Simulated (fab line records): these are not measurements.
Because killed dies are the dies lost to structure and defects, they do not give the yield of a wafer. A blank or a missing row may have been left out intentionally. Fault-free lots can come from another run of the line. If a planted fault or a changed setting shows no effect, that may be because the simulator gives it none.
fab line records	flow nand_harc
[record] lots = 6	wafers = 18	last_day = 24
route steps=1159 shown P_CONTACT@226 END@1159
lots that met no fault: from a run of the same line without faults
start_h: the number of hours between the record's first day and the start of the first shown wafer of the lot	wait_h: time in hours since the lot's previous step	" unchanged from the row above	L1.1+2: a row that stands for several wafers	- no value, or no start was given	* or withheld: withheld	< > ~ a bound
route shown NAME@n: a module of which the file shows steps, and the number in the route of the first	usual: mean/standard deviation taken from wafers without a fault	same: alike in all rows	chamber/n: place in a boat	sites: readings site by site	_std_site: how widely they spread, as a standard deviation	_edge_site: outer sites' mean less inner sites'	radius_mm: how far each site lies from the wafer's centre	mask NAME#n: copy n	behind: tool/chamber where the wafer was last shaped	hold: why the lot was held/for how many hours/how that ended	device: the transistor (n, p or np) that didn't switch	end of line: the tests these same wafers got at the end of their route	where a step has no rows: the recipe by itself	killed: not the wafer's yield, but the dies lost to structure and defects at the first sort	map: a wafer's dies, x killed, . not, _ none there
set.NAME: the run value of the setting; set.NAME@STEP: its run value at that earlier step	model.NAME: the simulator's own value behind a step, which no gauge read
a table for each step, a row for each wafer; lots at some steps of the route
services: a tool's chamber out of use, with start hour (start_h, from the record's first day; less than 0 if before it), hours out, and reason
[[steps]]
[step NHARC_P_CONTACT_COAT_06]
[recipe] spin_rpm = 1500	resist_thk_nm = 90
[step NHARC_P_CONTACT_SOFTBAKE_07]
[recipe] temp_c = 105	time_s = 55
[step NHARC_P_CONTACT_EBR_08]
[step NHARC_P_CONTACT_EXPOSE_09]
[recipe] na = 1.35	target_cd_nm = 90	dose_mj = 81.26	mask_id = P_CA
[step NHARC_P_CONTACT_PEB_10]
[recipe] peb_temp_c = 100	peb_time_s = 65
[step NHARC_P_CONTACT_DEVELOP_11]
[recipe] develop_time_s = 35	dev_temp_c = 23
[step NHARC_P_CONTACT_CD_MEAS_12]
[recipe] target_cd_nm = 90	landing_energy_ev = 500
[usual] cd_nm = 90.0/0.63
lot.wafer	tool	chamber	start_h	wait_h	cd_nm
L901.1	cd_sem-02	0	113.73	-	89.4
L901.2	"	0	"	"	90.3
L901.3	"	0	"	"	90.6
L912.3	cd_sem-01	0	185.94	-	89.6
L912.4	"	0	"	"	89.7
L912.5	"	0	"	"	89.9
L914.2	cd_sem-01	0	192.46	-	90.1
L914.4	"	0	"	"	89.9
L914.6	"	0	"	"	90.0
L918.1	cd_sem-03	0	212.10	-	89.1
L918.2	"	0	"	"	90.3
L918.4	"	0	"	"	88.7
L919.1	cd_sem-01	0	221.79	-	90.6
L919.3	"	0	"	"	89.7
L919.6	"	0	"	"	89.0
L920.1	cd_sem-02	0	228.72	-	89.5
L920.4	"	0	"	"	89.7
L920.6	"	0	"	"	89.4
[step NHARC_P_CONTACT_OVL_MEAS_13]
[usual] overlay_x_nm = 0.0/0.81	overlay_y_nm = 0.1/0.91
lot.wafer	tool	chamber	start_h	wait_h	overlay_x_nm	overlay_y_nm
L901.1	overlay-02	-	113.81	-	-1.2	-1.3
L901.2	"	-	"	"	-1.3	-1.3
L901.3	"	-	"	"	-0.9	-1.5
L912.3	overlay-01	-	186.02	-	0.1	0.1
L912.4	"	-	"	"	-0.7	0.1
L912.5	"	-	"	"	-0.5	0.1
L914.2	overlay-02	-	192.54	-	0.5	-0.9
L914.4	"	-	"	"	-0.1	-0.1
L914.6	"	-	"	"	-0.1	-0.6
L918.1	overlay-01	-	212.19	-	-0.3	-0.2
L918.2	"	-	"	"	0.1	0.2
L918.4	"	-	"	"	-0.3	0.9
L919.1	overlay-01	-	221.88	-	-0.1	1.1
L919.3	"	-	"	"	-0.5	1.4
L919.6	"	-	"	"	-0.4	1.6
L920.1	overlay-01	-	228.80	-	-0.1	2.1
L920.4	"	-	"	"	-0.3	1.6
L920.6	"	-	"	"	0.4	2.3
[step NHARC_P_CONTACT_INSPECT_14]
[usual] raw_defect_count = 4.2/2.3
lot.wafer	tool	chamber	start_h	wait_h	raw_defect_count
L901.1	defect_inspect-01	-	113.85	0.0	5
L901.2	"	-	"	"	4
L901.3	"	-	"	"	4
L912.3	defect_inspect-02	-	186.07	0.1	2
L912.4	"	-	"	"	4
L912.5	"	-	"	"	2
L914.2	defect_inspect-01	-	192.58	0.0	0
L914.4	"	-	"	"	5
L914.6	"	-	"	"	1
L918.1	defect_inspect-02	-	212.23	0.0	10
L918.2	"	-	"	"	3
L918.4	"	-	"	"	7
L919.1	defect_inspect-02	-	221.91	0.0	6
L919.3	"	-	"	"	8
L919.6	"	-	"	"	2
L920.1	defect_inspect-02	-	228.84	0.0	1
L920.4	"	-	"	"	3
L920.6	"	-	"	"	2
[step NHARC_P_CONTACT_DESCUM_17]
[recipe] time_s = 3	o2_flow_sccm = 200	ar_flow_sccm = 0	bias_power_w = 0	chemistry = O2
[usual] drypump_motor_current_A = 5.6/0.36	oes_product_au = 0.995/0.012	rf_vpp_V = 58.0/0.81	showerhead_plenum_p_Torr = 1.96/0.06	throttle_valve_pct = 11.311/0.008
lot.wafer	tool	chamber	start_h	wait_h	drypump_motor_current_A	oes_product_au	rf_hours_counter_h	rf_vpp_V	showerhead_plenum_p_Torr	throttle_valve_pct
L901.1	rie_diel-01	1	113.91	0.1	5.7	1.004	18	58.0	1.98	11.311
L901.3	"	3	"	"	4.9	0.982	18	58.2	1.84	11.317
L901.2	"	0	"	"	5.3	0.998	17	59.1	1.99	11.306
L912.3	rie_diel-01	3	186.15	0.1	4.8	0.980	4	58.7	1.84	11.310
L912.4	"	0	"	"	5.3	0.982	4	58.2	1.98	11.309
L912.5	"	1	"	"	5.7	1.006	-	58.7	1.98	11.326
L914.4	rie_diel-01	0	192.66	0.1	5.3	0.991	5	57.2	1.98	11.304
L914.2	"	1	"	"	5.7	0.998	5	58.6	1.98	11.304
L914.6	"	2	"	"	5.4	1.017	-	56.8	1.91	11.302
L918.2	rie_diel-04	3	212.29	0.1	5.8	0.988	8	58.7	1.95	11.301
L918.4	"	0	"	"	6.2	1.004	8	58.9	2.06	11.305
L918.1	"	1	"	"	5.7	0.986	7	57.8	1.95	11.317
L919.3	rie_diel-04	0	221.97	0.1	6.2	1.007	10	58.5	2.06	11.299
L919.1	"	1	"	"	5.7	0.986	9	58.2	1.95	11.306
L919.6	"	0	"	"	6.2	1.009	-	57.5	2.06	11.320
L920.1	rie_diel-04	2	228.90	0.1	5.4	1.001	10	58.8	1.95	11.313
L920.4	"	3	"	"	5.8	0.976	10	58.5	1.95	11.307
L920.6	"	2	"	"	5.4	1.008	-	57.5	1.95	11.305
[step NHARC_P_CONTACT_ETCH_35]
[recipe] target_depth_a = 390	over_etch_frac = 0.3	time_s = 65	ion_energy_ev = 80	cf4_flow_sccm = 150	ar_flow_sccm = 0	rf_w = 300	bias_w = 100	chemistry = CF4
[usual] drypump_motor_current_A = 5.6/0.38	oes_product_au = 0.994/0.01	rf_vpp_V = 151.7/1.1	showerhead_plenum_p_Torr = 1.80/0.052	throttle_valve_pct = 13.283/0.01
lot.wafer	tool	chamber	start_h	wait_h	drypump_motor_current_A	oes_product_au	rf_hours_counter_h	rf_vpp_V	showerhead_plenum_p_Torr	throttle_valve_pct
L901.1	rie_diel-01	3	114.00	0.1	4.9	0.991	18	150.2	1.71	13.295
L901.2	"	1	"	"	5.7	1.009	18	151.1	1.83	13.290
L901.3	"	2	"	"	5.4	1.013	18	151.4	1.77	13.300
L912.3	rie_diel-01	1	186.30	0.1	5.7	0.996	4	153.6	1.82	13.282
L912.4	"	0	"	"	5.2	0.987	4	151.9	1.83	13.284
L912.5	"	1	"	"	5.7	0.998	-	153.1	1.82	13.306
L914.4	rie_diel-01	1	192.73	0.1	5.7	0.996	5	150.9	1.82	13.291
L914.2	"	0	"	"	5.3	0.977	5	152.3	1.83	13.283
L914.6	"	2	"	"	5.4	1.010	-	152.2	1.76	13.298
L918.1	rie_diel-04	3	212.37	0.1	5.9	0.983	8	151.1	1.80	13.295
L918.4	"	0	"	"	6.2	1.007	8	152.6	1.89	13.287
L918.2	"	1	"	"	5.6	0.993	7	151.9	1.80	13.295
L919.3	rie_diel-04	2	222.06	0.1	5.4	0.999	10	151.3	1.80	13.298
L919.1	"	3	"	"	5.8	0.994	10	152.6	1.80	13.278
L919.6	"	3	"	"	5.8	0.987	-	151.4	1.80	13.300
L920.1	rie_diel-04	1	228.99	0.1	5.7	0.983	9	152.2	1.80	13.280
L920.4	"	3	"	"	5.8	0.970	10	150.6	1.80	13.276
L920.6	"	0	"	"	6.2	1.001	-	153.4	1.89	13.284
[step NHARC_P_CONTACT_ETCH_36]
[recipe] target_depth_a = 2600	over_etch_frac = 0.25	time_s = 406.25	ion_energy_ev = 200	n2_flow_sccm = 150	h2_flow_sccm = 150	ar_flow_sccm = 0	rf_w = 400	bias_w = 150	chemistry = N2/H2
[usual] drypump_motor_current_A = 5.6/0.35	oes_product_au = 0.995/0.011	rf_vpp_V = 431.9/2.1	showerhead_plenum_p_Torr = 2.09/0.065	throttle_valve_pct = 14.172/0.0091
lot.wafer	tool	chamber	start_h	wait_h	drypump_motor_current_A	oes_product_au	rf_hours_counter_h	rf_vpp_V	showerhead_plenum_p_Torr	throttle_valve_pct
L901.1	rie_diel-01	0	-	-	5.3	1.001	17	433.5	2.12	14.160
L901.3	"	1	"	"	5.7	1.010	18	431.9	2.11	14.150
L901.2	"	3	"	"	4.9	0.989	19	429.1	1.96	14.173
L912.3	rie_diel-01	1	-	-	5.7	0.996	4	432.1	2.11	14.179
L912.4	"	3	"	"	4.9	0.980	5	425.9	1.96	14.182
L912.5	"	2	"	"	5.4	1.008	-	430.6	2.03	14.173
L914.2	rie_diel-01	0	-	-	5.3	0.994	5	433.6	2.12	14.169
L914.4	"	3	"	"	4.9	0.989	6	427.4	1.96	14.178
L914.6	"	1	"	"	5.7	1.001	-	432.6	2.11	14.181
L918.2	rie_diel-04	0	-	-	6.2	0.998	9	435.0	2.20	14.164
L918.1	"	1	"	"	5.7	0.982	7	430.7	2.08	14.172
L918.4	"	3	"	"	5.8	0.990	8	431.6	2.08	14.182
L919.1	rie_diel-04	2	-	-	5.4	1.002	10	432.1	2.08	14.179
L919.3	"	3	"	"	5.8	0.981	10	432.0	2.08	14.180
L919.6	"	0	"	"	6.2	1.003	-	434.3	2.20	14.184
L920.1	rie_diel-04	1	-	-	5.7	0.990	10	430.4	2.08	14.167
L920.4	"	3	"	"	5.8	0.977	10	431.1	2.08	14.194
L920.6	"	2	"	"	5.4	1.007	-	431.4	2.08	14.166
[step NHARC_P_CONTACT_ETCH_18]
[recipe] target_depth_a = 4810	time_s = 240.5	c4f8_flow_sccm = 20	o2_flow_sccm = 10	ar_flow_sccm = withheld	rf_w = 600	bias_w = 1500	chemistry = C4F8/O2/Ar
[usual] oes_product_au = 0.953/0.02	rf_vpp_V = 981/4.1
lot.wafer	tool	chamber	start_h	wait_h	oes_product_au	rf_hours_counter_h	rf_vpp_V
L901.2	rie_diel-01	2	114.39	-	0.974	18	976
L901.1	"	3	"	"	0.978	19	973
L901.3	"	1	"	"	0.961	19	983
L912.4	rie_diel-01	2	186.69	-	0.945	5	978
L912.3	"	0	"	"	0.960	5	984
L912.5	"	3	"	"	0.859	-	974
L914.2	rie_diel-01	1	193.16	-	0.969	6	982
L914.4	"	2	"	"	0.955	6	978
L914.6	"	3	"	"	0.870	-	972
L918.2	rie_diel-04	3	212.78	-	0.946	9	980
L918.4	"	0	"	"	0.969	9	988
L918.1	"	1	"	"	0.967	8	980
L919.3	rie_diel-04	2	222.47	-	0.978	10	980
L919.1	"	3	"	"	0.960	10	980
L919.6	"	2	"	"	0.979	-	981
L920.4	rie_diel-04	2	229.40	-	0.961	10	981
L920.1	"	3	"	"	0.946	10	980
L920.6	"	2	"	"	0.969	-	981
[step NHARC_P_CONTACT_STRIP_37]
[recipe] c4f8_flow_sccm = withheld	o2_flow_sccm = 8	ar_flow_sccm = withheld	bias_w = 0	chemistry = C4F8/O2/Ar
[step NHARC_END_SORT_01]
[recipe] temp_c = 25
[usual] killed_at_array = 27/11	killed_at_other = 0.7/1.1	killed_at_periphery = 3.6/2.4	killed_dies = 32/11	killed_open = 3.3/1.8	killed_short = 2.1/1.5
[same] gross_dies = 677
lot.wafer	tool	chamber	start_h	wait_h	killed_at_array	killed_at_other	killed_at_periphery	killed_dies	killed_open	killed_short
L901.1	prober-02	0	452.31	2.5	10	0	4	14	2	4
L901.2	prober-02	0	453.11	2.8	11	0	3	14	5	3
L901.3	prober-02	0	453.91	3.1	14	1	2	17	5	2
L912.3	prober-01	0	511.52	3.1	39	0	3	42	0	2
L912.4	prober-01	0	512.32	3.4	30	0	0	30	4	0
L912.5	prober-01	0	513.12	3.7	29	0	648	677	5	0
L914.2	prober-01	0	526.32	2.8	9	0	3	12	2	3
L914.4	prober-01	0	527.90	3.4	8	0	1	9	2	0
L914.6	prober-01	0	529.48	3.9	12	0	665	677	2	2
L920.1	prober-02	0	552.24	2.5	25	0	1	26	1	0
L920.4	prober-02	0	554.64	3.4	23	0	3	26	3	1
L920.6	prober-02	0	556.24	4.0	31	0	4	35	4	1
L918.1	prober-01	0	560.21	2.5	27	0	5	32	0	0
L918.2	prober-01	0	561.01	2.8	24	0	5	29	3	1
L918.4	prober-01	0	562.61	3.4	35	1	8	44	6	0
// killed by level:class
L901.1 A_CONTACT:chamber_film_flake=4 P_GATE:chamber_film_flake=2 A_CHANNEL_HOLE_D1:chamber_film_flake=2 P_M0:geometric_particle:short=1 P_M0:geometric_particle:open=1 A_ONON_D1:geometric_particle:short=1 A_CHANNEL_FILL_D1:geometric_particle:short=1 A_CHANNEL_FILL_D1:geometric_particle:open=1
L901.2 A_CHANNEL_FILL_D1:geometric_particle:open=2 P_GATE:chamber_film_flake=2 P_M0:geometric_particle:open=1 A_CHANNEL_FILL_D1:geometric_particle:short=1 A_STAIRCASE:geometric_particle:short=1 A_WL_FILL:geometric_particle:open=1 A_WL_FILL:geometric_particle:short=1 A_M0:geometric_particle:open=1
L901.3 A_CONTACT:chamber_film_flake=4 A_CHANNEL_HOLE_D1:chamber_film_flake=3 P_M0:geometric_particle:open=1 A_ONON_D1:geometric_particle:open=1 A_ONON_D1:geometric_particle:short=1 A_WL_FILL:geometric_particle:short=1 A_CONTACT:geometric_particle:open=1 A_M0:geometric_particle:open=1
L912.3 A_SLIT:chamber_film_flake=23 A_CONTACT:chamber_film_flake=10 A_CHANNEL_HOLE_D1:chamber_film_flake=4 P_ZERO_WELL:geometric_particle:short=1 A_CONTACT:geometric_particle:short=1 P_ZERO_WELL:chamber_film_flake=1 P_M1:chamber_film_flake=1 A_STAIRCASE:chamber_film_flake=1
L912.4 A_SLIT:chamber_film_flake=10 A_CONTACT:chamber_film_flake=9 A_CHANNEL_HOLE_D1:chamber_film_flake=4 A_STAIRCASE:chamber_film_flake=3 A_ONON_D1:geometric_particle:open=1 A_CHANNEL_HOLE_D1:geometric_particle:open=1 A_WL_FILL:geometric_particle:open=1 A_BLC:geometric_particle:open=1
L912.5 P_CONTACT:area_etch=646 A_SLIT:chamber_film_flake=14 A_CONTACT:chamber_film_flake=8 A_M0:geometric_particle:open=2 A_STAIRCASE:chamber_film_flake=2 P_GATE:geometric_particle:open=1 A_ONON_D1:geometric_particle:open=1 A_WL_FILL:geometric_particle:open=1
L914.2 A_CHANNEL_HOLE_D1:chamber_film_flake=2 A_WL_FILL:chamber_film_flake=2 P_GATE:geometric_particle:open=1 A_ONON_D1:geometric_particle:open=1 A_ONON_D1:geometric_particle:short=1 A_SGD_CUT:geometric_particle:short=1 A_WL_FILL:geometric_particle:short=1 P_GATE:chamber_film_flake=1
L914.4 A_CONTACT:chamber_film_flake=3 A_CONTACT:geometric_particle:open=1 A_BLC:geometric_particle:open=1 P_GATE:chamber_film_flake=1 A_CHANNEL_HOLE_D1:chamber_film_flake=1 A_STAIRCASE:chamber_film_flake=1 A_WL_FILL:chamber_film_flake=1
L914.6 P_CONTACT:area_etch=664 A_CONTACT:chamber_film_flake=3 A_CHANNEL_HOLE_D1:chamber_film_flake=3 A_CONTACT:geometric_particle:open=2 A_STAIRCASE:chamber_film_flake=2 P_M0:geometric_particle:short=1 A_M0:geometric_particle:short=1 A_WL_FILL:chamber_film_flake=1
L920.1 A_SLIT:chamber_film_flake=9 A_CHANNEL_HOLE_D1:chamber_film_flake=7 A_STAIRCASE:chamber_film_flake=4 A_CONTACT:chamber_film_flake=2 A_M0:geometric_particle:open=1 P_STI:chamber_film_flake=1 A_ZERO_WELL:chamber_film_flake=1 A_BONDPAD:chamber_film_flake=1
L920.4 A_SLIT:chamber_film_flake=12 A_CHANNEL_HOLE_D1:chamber_film_flake=3 A_CONTACT:geometric_particle:open=2 A_BONDPAD:chamber_film_flake=2 P_CONTACT:geometric_particle:short=1 A_CHANNEL_FILL_D1:geometric_particle:open=1 P_STI:chamber_film_flake=1 P_GATE:chamber_film_flake=1
L920.6 A_SLIT:chamber_film_flake=18 A_CONTACT:chamber_film_flake=4 A_CHANNEL_HOLE_D1:chamber_film_flake=3 A_BONDPAD:chamber_film_flake=2 P_STI:geometric_particle:short=1 P_CONTACT:geometric_particle:open=1 P_M0:geometric_particle:open=1 A_CHANNEL_HOLE_D1:geometric_particle:open=1
L918.1 A_SLIT:chamber_film_flake=11 A_CONTACT:chamber_film_flake=7 P_GATE:chamber_film_flake=4 A_CHANNEL_HOLE_D1:chamber_film_flake=4 A_ZERO_WELL:chamber_film_flake=3 P_STI:chamber_film_flake=1 A_WL_FILL:chamber_film_flake=1 A_M1:chamber_film_flake=1
L918.2 A_SLIT:chamber_film_flake=12 A_CONTACT:chamber_film_flake=5 A_CHANNEL_HOLE_D1:chamber_film_flake=4 P_GATE:chamber_film_flake=2 P_M0:geometric_particle:short=1 P_M0:geometric_particle:open=1 A_BLC:geometric_particle:open=1 A_M0:geometric_particle:open=1
L918.4 A_SLIT:chamber_film_flake=21 A_CONTACT:chamber_film_flake=6 P_STI:chamber_film_flake=4 A_CHANNEL_HOLE_D1:chamber_film_flake=4 P_GATE:chamber_film_flake=2 P_CONTACT:geometric_particle:open=1 P_M0:geometric_particle:open=1 A_ONON_D1:geometric_particle:open=1
// map L912.5 (x killed, . not)
____________x____________
_________xxxxxxx_________
_______xxxxxxxxxxx_______
______xxxxxxxxxxxxx______
_____xxxxxxxxxxxxxxx_____
____xxxxxxxxxxxxxxxxx____
____xxxxxxxxxxxxxxxxx____
___xxxxxxxxxxxxxxxxxxx___
___xxxxxxxxxxxxxxxxxxx___
__xxxxxxxxxxxxxxxxxxxxx__
__xxxxxxxxxxxxxxxxxxxxx__
_xxxxxxxxxxxxxxxxxxxxxxx_
_xxxxxxxxxxxxxxxxxxxxxxx_
_xxxxxxxxxxxxxxxxxxxxxxx_
_xxxxxxxxxxxxxxxxxxxxxxx_
_xxxxxxxxxxxxxxxxxxxxxxx_
xxxxxxxxxxxxxxxxxxxxxxxxx
xxxxxxxxxxxxxxxxxxxxxxxxx
xxxxxxxxxxxxxxxxxxxxxxxxx
xxxxxxxxxxxxxxxxxxxxxxxxx
xxxxxxxxxxxxxxxxxxxxxxxxx
_xxxxxxxxxxxxxxxxxxxxxxx_
_xxxxxxxxxxxxxxxxxxxxxxx_
_xxxxxxxxxxxxxxxxxxxxxxx_
_xxxxxxxxxxxxxxxxxxxxxxx_
_xxxxxxxxxxxxxxxxxxxxxxx_
__xxxxxxxxxxxxxxxxxxxxx__
__xxxxxxxxxxxxxxxxxxxxx__
___xxxxxxxxxxxxxxxxxxx___
___xxxxxxxxxxxxxxxxxxx___
____xxxxxxxxxxxxxxxxx____
____xxxxxxxxxxxxxxxxx____
_____xxxxxxxxxxxxxxx_____
______xxxxxxxxxxxxx______
_______xxxxxxxxxxx_______
_________xxxxxxx_________
____________x____________
// map L914.6 (x killed, . not)
____________x____________
_________xxxxxxx_________
_______xxxxxxxxxxx_______
______xxxxxxxxxxxxx______
_____xxxxxxxxxxxxxxx_____
____xxxxxxxxxxxxxxxxx____
____xxxxxxxxxxxxxxxxx____
___xxxxxxxxxxxxxxxxxxx___
___xxxxxxxxxxxxxxxxxxx___
__xxxxxxxxxxxxxxxxxxxxx__
__xxxxxxxxxxxxxxxxxxxxx__
_xxxxxxxxxxxxxxxxxxxxxxx_
_xxxxxxxxxxxxxxxxxxxxxxx_
_xxxxxxxxxxxxxxxxxxxxxxx_
_xxxxxxxxxxxxxxxxxxxxxxx_
_xxxxxxxxxxxxxxxxxxxxxxx_
xxxxxxxxxxxxxxxxxxxxxxxxx
xxxxxxxxxxxxxxxxxxxxxxxxx
xxxxxxxxxxxxxxxxxxxxxxxxx
xxxxxxxxxxxxxxxxxxxxxxxxx
xxxxxxxxxxxxxxxxxxxxxxxxx
_xxxxxxxxxxxxxxxxxxxxxxx_
_xxxxxxxxxxxxxxxxxxxxxxx_
_xxxxxxxxxxxxxxxxxxxxxxx_
_xxxxxxxxxxxxxxxxxxxxxxx_
_xxxxxxxxxxxxxxxxxxxxxxx_
__xxxxxxxxxxxxxxxxxxxxx__
__xxxxxxxxxxxxxxxxxxxxx__
___xxxxxxxxxxxxxxxxxxx___
___xxxxxxxxxxxxxxxxxxx___
____xxxxxxxxxxxxxxxxx____
____xxxxxxxxxxxxxxxxx____
_____xxxxxxxxxxxxxxx_____
______xxxxxxxxxxxxx______
_______xxxxxxxxxxx_______
_________xxxxxxx_________
____________x____________
[[services]]
tool	chamber	start_h	hours	kind
rie_diel-04	0	90.95	-	clean
rie_diel-04	1	90.95	-	clean
rie_diel-04	2	90.95	-	clean
rie_diel-04	3	90.95	-	clean
rie_diel-01	0	92.50	-	clean
rie_diel-01	1	92.50	-	clean
rie_diel-01	2	92.50	-	clean
rie_diel-01	3	92.50	-	clean
rie_diel-04	-	111.90	9.0	pm
rie_diel-04	0	111.90	9.0	vent_cycle
rie_diel-04	1	111.90	9.0	vent_cycle
rie_diel-04	2	111.90	9.0	vent_cycle
rie_diel-04	3	111.90	9.0	vent_cycle
rie_diel-01	0	117.00	-	clean
rie_diel-01	1	117.00	-	clean
rie_diel-01	2	117.00	-	clean
rie_diel-01	3	117.00	-	clean
rie_diel-04	0	120.90	-	clean
rie_diel-04	1	120.90	-	clean
rie_diel-04	2	120.90	-	clean
rie_diel-04	3	120.90	-	clean
rie_diel-04	1	129.98	6.6	repair
rie_diel-01	-	137.80	9.0	pm
rie_diel-04	-	226.02	1.5	repair
[[key]]
[first_sign] step = NHARC_P_CONTACT_ETCH_18	reading = oes_product_au	direction = down	sigmas = 4.4	usual = 0.953	struck = 0.864
[effect] step = NHARC_END_SORT_01	reading = killed_at_periphery	direction = up	sigmas = 99+	usual = 3.6	struck = 656.5
[more_kills_born_at] NHARC_P_CONTACT_ETCH_18@rie_diel-01 = 1310
met_at NHARC_P_CONTACT_ETCH_18
struck_wafers L912.5,L914.6
later_rows_left_out L912.5,L914.6
tester_left_out L912,L914
onset_between 114.39 186.69
[fault] kind = process_parameter_drift	tool = rie_diel-01	chamber = 3	onset_h = 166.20	steps = NHARC_P_CONTACT_ETCH_18	channel = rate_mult	offset = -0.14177	shape = step	end_h = 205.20
// tester_left_out: of these lots the tester's yield and bins aren't shown, on N5 and GAA mostly nor the transistor test; their killed dies are dies lost to structure and defects alone, not to doping, threshold or leakage, so they don't give the yield
// later_rows_left_out: the simulator's readings of these wafers behind a module that went badly wrong aren't trusted and aren't shown, but for the sort
